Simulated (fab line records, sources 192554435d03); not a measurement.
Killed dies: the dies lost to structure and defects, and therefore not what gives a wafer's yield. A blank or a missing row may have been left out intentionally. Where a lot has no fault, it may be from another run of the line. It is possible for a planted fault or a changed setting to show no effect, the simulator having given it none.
Struck lot and sound lot, side by side	flow n5_finfet	16 out of 1938 route steps
Sound: the wafers L999.4, L999.5, L999.6. Struck: wafers L991.2, L991.3, L991.6. At the end, the cause is stated.
For every step that has rows: the tool of each side, followed by ch and its chambers, followed by its first start. Under that, the readings that differ: sound wafers	struck wafers	difference of the means	sigmas: that difference in standard deviations of wafers without a fault.
alike: readings with means less than 2 such deviations apart, plus words and numbers identical on both sides. not compared: withheld readings, readings lacking a value on some wafer, bounds such as >300 that could conceal the same value, and numbers that have no deviation in the record and whose values overlap.
A row with sigmas, a row that says differs or no value, or rows on one side alone: a step with any of these is where the two part. When numbers do not overlap yet have no deviation, they are printed without sigmas and do not part them. Lack of a reading on every wafer of one side parts them only where that side has two or more wafers.

N5_BEOL_M1_SPUTTER_79: material Cu, target thk 4.5 nm, time 8.29 s.
  struck on pvd_sputter-02, day 9 04:43; sound on pvd_sputter-01, day 11 01:07
  alike: chamber_pressure_pa, chuck_gas_flow_sccm, chuck_sensor_temp_C, throttle_valve_pct
then, 3 steps without rows for these wafers: N5_BEOL_M1_ANNEAL_80 (time 240 s); N5_BEOL_M1_SPUTTER_81 (material Cu, target thk 4.5 nm, time 8.29 s); N5_BEOL_M1_ANNEAL_82 (time 240 s).
N5_BEOL_M1_SPUTTER_86: material Cu, target thk 4.5 nm, time 8.29 s.
  struck on pvd_sputter-02, day 9 05:09; sound on pvd_sputter-01, day 11 01:33
  alike: chamber_pressure_pa, chuck_gas_flow_sccm, chuck_sensor_temp_C, throttle_valve_pct
then, 4 steps without rows for these wafers: N5_BEOL_M1_ANNEAL_87 (time 240 s); N5_BEOL_M1_SPUTTER_88 (material Cu, target thk 4.5 nm, time 8.29 s); N5_BEOL_M1_ANNEAL_89 (time 240 s); N5_BEOL_M1_SPUTTER_90 (material Cu, target thk 4.5 nm, time 8.29 s).
N5_BEOL_M1_ANNEAL_91: time 240 s.
  struck on pvd_sputter-02, day 9 05:40; sound on pvd_sputter-01, day 11 02:04
  alike: heater_power_w
N5_BEOL_M1_SPUTTER_92: material Cu, target thk 4.5 nm, time 8.29 s.
  struck on pvd_sputter-02, day 9 05:49; sound on pvd_sputter-01, day 11 02:13
reading	sound	struck	difference	sigmas
chuck_gas_flow_sccm (sccm)	1.36 1.31 1.26	1.19 1.17 1.21	-0.12	-2
  alike: chamber_pressure_pa, chuck_sensor_temp_C, throttle_valve_pct
N5_BEOL_M1_ANNEAL_93: time 240 s.
  struck on pvd_sputter-02, day 9 05:53; sound on pvd_sputter-01, day 11 02:17
  alike: heater_power_w
N5_BEOL_M1_SPUTTER_94: material Cu, target thk 4.5 nm, time 8.29 s.
  struck on pvd_sputter-02, day 9 06:02; sound on pvd_sputter-01, day 11 02:26
  no value came back on the struck wafers for chamber_pressure_pa (Pa), chuck_gas_flow_sccm (sccm), chuck_sensor_temp_C (C), throttle_valve_pct (%); on the sound wafers chamber_pressure_pa (Pa) reads 0.06983 0.06997 0.06991
then, 1 step without rows for these wafers: N5_BEOL_M1_ANNEAL_95 (time 240 s).
N5_BEOL_M4_RC_MEAS_101:
  sound on prober-02 ch 0, day 12 13:22; struck on prober-01 ch 0, day 10 14:04
  alike: DIBL_N, DIBL_P, IOFF_N, IOFF_P, ION_N, ION_P, SS_N, SS_P, VT_N, VT_P
-- a jump in the record: the struck wafers' starts before and after are 4 days apart (it breaks off in module BEOL_M4 and resumes in module PASSIVATION, where the first step shown is number 1936 of the route) --
N5_PASSIVATION_PROBE_49:
  rows exist in the record for the struck wafers here (prober-02, day 14 19:55), but not for the sound ones

## WHERE THEY PART
At N5_BEOL_M1_SPUTTER_92 first; at N5_PASSIVATION_PROBE_49 last (within this record only).

WHY: what had been put in by the simulator
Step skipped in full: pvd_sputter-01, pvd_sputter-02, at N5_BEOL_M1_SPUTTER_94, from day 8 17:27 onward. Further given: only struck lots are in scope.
